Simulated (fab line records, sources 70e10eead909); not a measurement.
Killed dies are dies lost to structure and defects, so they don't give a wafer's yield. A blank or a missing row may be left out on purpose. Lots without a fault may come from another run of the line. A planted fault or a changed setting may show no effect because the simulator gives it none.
One fault seen from 2 desks | flow nand_harc | each desk has only its own numbers; what lay behind them comes last

THE TOOL OWNER'S DESK: rie_diel-11
The tool's own readings at NHARC_A_CONTACT_ETCH_89 (etches the open film in N2/H2, target depth 260 nm, time 475.3 s): means of the sampled wafers that have a number, for each lot that ran on this tool. A lot is out of limits, marked OUT, if its mean lies more than 4 standard deviations from the usual mean; the brackets give that distance.
Columns: A = drypump_motor_current_A at NHARC_A_CONTACT_ETCH_89, usual 5.9 A; B = oes_product_au at NHARC_A_CONTACT_ETCH_89, usual 1.002 a.u.; C = rf_fwd_power_W at NHARC_A_CONTACT_ETCH_89, usual 399.6 W; D = rf_vpp_V at NHARC_A_CONTACT_ETCH_89, usual 430 V; E = run_length_s at NHARC_A_CONTACT_ETCH_89, usual 496.7 s; F = showerhead_plenum_p_Torr at NHARC_A_CONTACT_ETCH_89, usual 2.03 Torr; G = throttle_valve_pct at NHARC_A_CONTACT_ETCH_89, usual 14.172 %
lot  | first seen here | A   | B     | C     | D   | E                       | F    | G
L150 | day 17 20:59    | 6.1 | 1.003 | 399.2 | 432 | 496.8                   | 2.09 | 14.168
L159 | day 19 21:02    | 6.1 | 0.987 | 400.4 | 427 | 496.8                   | 1.91 | 14.171
L167 | day 22 16:16    | 5.8 | 1.029 | 400.9 | 434 | 455.3 (-99 or more) OUT | 2.17 | 14.172
This desk's finding: out of limits on L167; first on L167, day 22 16:16 (run_length_s at NHARC_A_CONTACT_ETCH_89). In limits: L150, L159.

THE METROLOGY DESK
What the gauges read, lot by lot, whatever tool the lot ran on: means of the sampled wafers that have a number. A lot is out of limits, marked OUT, if its mean lies more than 4 standard deviations from the usual mean; the brackets give that distance.
Columns: A = cd_nm at NHARC_A_CONTACT_CD_MEAS_08, usual 99.9 nm
lot  | first seen here | A
L149 | day 17 05:46    | 98.8
L150 | day 17 20:32    | 99.8
L151 | day 18 14:13    | 99.7
L152 | day 18 15:39    | 100.3
L153 | day 18 19:25    | 99.3
L154 | day 19 03:35    | 100.0
L155 | day 19 03:54    | 99.7
L156 | day 19 07:41    | 100.4
L157 | day 19 15:05    | 99.9
L159 | day 19 20:40    | 99.8
L160 | day 20 20:49    | 99.9
L161 | day 21 00:49    | 99.7
L167 | day 22 15:52    | 99.1
This desk's finding: nothing out of limits on any of the 13 lots.

PUT TOGETHER
The tool owner's desk could have raised an alarm at day 22 16:16, on L167.
The metrology desk saw nothing out of limits.
The metrology desk has L167 on record, within its limits.
Of the lots named, all ran NHARC_A_CONTACT_ETCH_89 on rie_diel-11.

WHAT THE SIMULATOR HAD PUT IN
Process parameter drift: rie_diel-11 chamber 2, from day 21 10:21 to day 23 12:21, at NHARC_A_CONTACT_ETCH_89. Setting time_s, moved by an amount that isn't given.
Lots struck among those shown: L167.
Hours from the fault's start to each desk's first reading out of limits: the tool owner's desk, 30.
